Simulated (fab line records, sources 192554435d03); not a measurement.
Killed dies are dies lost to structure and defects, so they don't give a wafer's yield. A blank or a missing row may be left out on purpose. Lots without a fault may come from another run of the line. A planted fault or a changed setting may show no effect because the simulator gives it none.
Which tool did it? | flow n5_finfet | 9 lots, 26 wafers sampled, at 4 steps of a route of 1938

WHAT THE GAUGES READ, wafer by wafer
N5_BEOL_M3_INSPECT_59: inspects for defects (darkfield).
lot  | measured     | on                | raw_defect_count
L403 | day 7 11:26  | defect_inspect-02 | 67 96 92
L404 | day 7 15:49  | defect_inspect-02 | 102 75
L405 | day 7 22:05  | defect_inspect-02 | 393 366 337
L408 | day 9 00:58  | defect_inspect-01 | 375 379 393
L415 | day 10 10:18 | defect_inspect-02 | 71 88 72
L417 | day 10 20:10 | defect_inspect-01 | 42 64 47
L419 | day 11 15:32 | defect_inspect-01 | 63 69 92
L420 | day 11 18:04 | defect_inspect-01 | 85 61 44
L425 | day 13 03:22 | defect_inspect-01 | 73 90 63

WHICH TOOL RAN EACH LOT (tool, then ch and the chambers of the sampled wafers, then the start)
lot  | N5_BEOL_M3_SPUTTER_92        | N5_BEOL_M3_ANNEAL_95         | N5_BEOL_M3_CMP_52
L403 | pvd_sputter-02, day 7 09:38  | pvd_sputter-02, day 7 09:56  | cmp-03 ch 1,2,3, day 7 10:50
L404 | pvd_sputter-02, day 7 14:13  | pvd_sputter-02, day 7 14:31  | cmp-03 ch 2,3, day 7 15:13
L405 | pvd_sputter-02, day 7 20:34  | pvd_sputter-02, day 7 20:52  | cmp-03 ch 0,2,3, day 7 21:32
L408 | pvd_sputter-02, day 8 22:40  | pvd_sputter-02, day 8 23:16  | cmp-03 ch 0,1,2, day 9 00:07
L415 | pvd_sputter-02, day 10 08:27 | pvd_sputter-02, day 10 08:45 | cmp-02 ch 0,1,2, day 10 09:43
L417 | pvd_sputter-01, day 10 18:39 | pvd_sputter-01, day 10 18:57 | cmp-01 ch 0,1,2, day 10 19:39
L419 | pvd_sputter-01, day 11 14:01 | pvd_sputter-01, day 11 14:19 | cmp-03 ch 0,1,3, day 11 14:57
L420 | pvd_sputter-02, day 11 16:32 | pvd_sputter-02, day 11 16:50 | cmp-02 ch 1,2, day 11 17:31
L425 | pvd_sputter-03, day 13 01:47 | pvd_sputter-03, day 13 02:05 | cmp-02 ch 1,2, day 13 02:47
- N5_BEOL_M3_SPUTTER_92: material Cu, target thk 4.5 nm, time 8.29 s.
- N5_BEOL_M3_ANNEAL_95: time 240 s.
- N5_BEOL_M3_CMP_52: polishes, stops on SiOC, t overpolish 6.8 s, target thk 40 nm.

THE ANSWER, worked out from the rows above alone
Rule: what is usual is taken from the lots themselves. Put in order of their means at a reading, lots are off if they are a third of the lots or fewer, leave a main group of 4 or more, and stand apart from it by a gap of 3 or more times the standard deviation of the main group's means; of several such gaps the widest counts. A main group whose means are all the same, to the digits that the tables above print for the reading, isn't used. A lot without any number at a reading at which 4 lots or more have one is off too. The other lots that the step has rows for count as sound.
Off: L405, L408, at N5_BEOL_M3_INSPECT_59 (raw_defect_count). The main group: mean 74, standard deviation 12.
A tool fits if, at a process step before that reading, it ran every lot that is off, and no sound lot after the first of them. The gauges at N5_BEOL_M3_INSPECT_59 are tried like those tools. None of those tried fits.

WHAT THE SIMULATOR HAD PUT IN
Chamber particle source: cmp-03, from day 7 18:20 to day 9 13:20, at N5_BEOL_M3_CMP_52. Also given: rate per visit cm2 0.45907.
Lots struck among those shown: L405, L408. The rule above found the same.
